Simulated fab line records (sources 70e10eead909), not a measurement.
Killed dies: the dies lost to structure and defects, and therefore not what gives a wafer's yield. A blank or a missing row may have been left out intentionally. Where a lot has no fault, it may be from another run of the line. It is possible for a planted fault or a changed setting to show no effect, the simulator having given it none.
The same fault as seen by 2 desks ; flow nand-harc ; each desk has only its own numbers; what lay behind them comes last

THE TOOL OWNER'S DESK: rie-diel-06
The tool's own readings at NHARC_P_CONTACT_ETCH_18 (etches the open film in C4F8/O2/Ar, target depth 481 nm, time 240.5 s): means of the sampled wafers that have a number, for each lot that ran on this tool. If a lot's mean is further than 4 standard deviations from the usual mean, the lot is out of limits and carries the mark OUT (the distance appears in the brackets).
Columns: A = oes-product-au at NHARC_P_CONTACT_ETCH_18, usual 0.954 a.u.; B = rf-vpp-V at NHARC_P_CONTACT_ETCH_18, usual 978 V; C = run-length-s at NHARC_P_CONTACT_ETCH_18, usual 261.7 s
lot;first seen here;A;B;C
L494;day 5 18:14;0.961;984;262.0
L496;day 6 03:12;0.922;976;260.9
L498;day 6 15:37;0.972;982;261.6
L497;day 6 16:54;0.968;981;261.9
L502;day 7 14:40;0.940;974;261.4
L511;day 9 20:08;0.956;978;228.6 (-69) OUT
L514;day 10 19:52;0.950;974;227.9 (-70) OUT
This desk finds L511, L514 out of limits, L511 being first, at day 9 20:08 (run-length-s at NHARC_P_CONTACT_ETCH_18). In limits: L494, L496, L498, L497, L502.

THE METROLOGY DESK
What the gauges read, lot by lot, whatever tool the lot ran on: means of the sampled wafers that have a number. If a lot's mean is further than 4 standard deviations from the usual mean, the lot is out of limits and carries the mark OUT (the distance appears in the brackets).
Columns: A = overlay-x-nm at NHARC_P_CONTACT_OVL_MEAS_13, usual 0.2 nm; B = overlay-y-nm at NHARC_P_CONTACT_OVL_MEAS_13, usual -0.2 nm
lot;first seen here;A;B
L493;day 5 08:32;0.3;-0.0
L494;day 5 17:39;-1.3;0.6
L495;day 6 01:43;1.2;-1.1
L496;day 6 02:37;0.9;0.1
L498;day 6 15:01;0.4;-0.1
L497;day 6 16:20;2.2;-0.8
L499;day 7 01:48;-0.2;-0.1
L500;day 7 02:27;-0.4;-1.0
L502;day 7 14:05;1.1;-0.4
L503;day 8 02:58;0.0;0.4
L511;day 9 19:34;-0.2;0.6
L514;day 10 19:16;1.0;0.0
L516;day 11 03:55;1.1;-1.6
This desk found nothing out of limits on any of the 13 lots.

TAKEN TOGETHER
On L511, L514, at day 9 20:08, an alarm was possible from the tool owner's desk.
At the metrology desk, nothing out of limits was observed.
The metrology desk holds a record of L511, L514, inside its limits.
The lots listed all ran NHARC_P_CONTACT_ETCH_18 on rie-diel-06.

WHAT THE SIMULATOR HAD INSERTED
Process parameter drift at NHARC_P_CONTACT_ETCH_18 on rie-diel-06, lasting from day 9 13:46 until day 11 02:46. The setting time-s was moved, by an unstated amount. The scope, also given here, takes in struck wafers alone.
Struck lots among those shown: L511, L514.
How many hours passed from the start of the fault until each desk's first out-of-limits reading: the tool owner's desk, 6.
